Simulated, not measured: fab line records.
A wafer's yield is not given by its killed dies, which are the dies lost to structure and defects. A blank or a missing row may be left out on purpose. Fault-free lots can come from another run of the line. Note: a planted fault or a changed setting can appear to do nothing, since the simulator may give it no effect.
Lot-split experiment	flow n5_finfet	on a route of 1938 steps: 7 lots, 21 wafers read

== THE SPLIT ==
At N5_PASSIVATION_AL_DEP_21 (deposits Al, target thk 2800 nm, time 170 s), the setting time_s was moved away from the recipe's 170 s on 6 of the 21 wafers read, by -10.0% to +14.8%. All remaining wafers had this setting at the recipe value.

Reading taken at the split's own step.

== THE READING ==
Al_of_PASSIVATION_AL_DEP_21.thk_nm (the simulator's own value, which no gauge read), in nm, at N5_PASSIVATION_AL_DEP_21 (deposits Al, target thk 2800 nm, time 170 s). The file gives no usual value for it. Here, 15 wafers ran the recipe; their average is 2793 nm with a standard deviation of 32 nm.

wafer	tool, chamber at the split	time_s as run, s	against the recipe	Al_of_PASSIVATION_AL_DEP_21.thk_nm, nm	against lot-mates on the recipe
L080.1	pvd_sputter-03, -	153	-10.0%	2470	-298
L080.5	pvd_sputter-03, -	170	recipe	2768	-
L080.6	pvd_sputter-03, -	153	-10.0%	2483	-285
L078.3	pvd_sputter-01, -	170	recipe	2841	-
L078.4	pvd_sputter-01, -	182.8	+7.5%	3036	+191
L078.6	pvd_sputter-01, -	170	recipe	2849	-
L085.1	pvd_sputter-03, -	170	recipe	2795	-
L085.4	pvd_sputter-03, -	170	recipe	2820	-
L085.5	pvd_sputter-03, -	170	recipe	2812	-
L086.3	pvd_sputter-02, -	170	recipe	2774	-
L086.5	pvd_sputter-02, -	183.9	+8.2%	2977	+218
L086.6	pvd_sputter-02, -	170	recipe	2745	-
L091.2	pvd_sputter-03, -	170	recipe	2791	-
L091.3	pvd_sputter-03, -	170	recipe	2840	-
L091.5	pvd_sputter-03, -	195.1	+14.8%	3189	+374
L095.3	pvd_sputter-03, -	170	recipe	2804	-
L095.4	pvd_sputter-03, -	193.9	+14.1%	3184	+392
L095.6	pvd_sputter-03, -	170	recipe	2780	-
L094.3	pvd_sputter-01, -	170	recipe	2774	-
L094.5	pvd_sputter-01, -	170	recipe	2759	-
L094.6	pvd_sputter-01, -	170	recipe	2750	-

FIT RESULTS
A straight line over all 21 wafers: Al_of_PASSIVATION_AL_DEP_21.thk_nm changes by +28.6 nm for each +1% of time_s; r = +0.98; the points scatter about the line by 33 nm.
The same after taking each lot's own level away (the mean of its wafers on the recipe; 21 wafers): +27.3 nm for each +1%; r = +1.00; scatter 15 nm.
The reading moves by 4e+02 nm for the largest change in time_s, on that fit.
The span of the lots' own levels, 2759.5 to 2845.0 nm, comes to 2.6 times the standard deviation stated above.
The two slopes agree, so the slope changes little with the lot-to-lot level.
Check: with one of the wafers moved furthest among these (+14.8%) left out of the fit, the line predicts +410 nm for it against its lot-mates. Against them it came out at +374 nm.

== THE FILE'S OWN FIT ==
Al_of_PASSIVATION_AL_DEP_21.thk_nm changes by +26.9 nm for each +1% of time_s, r = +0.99.
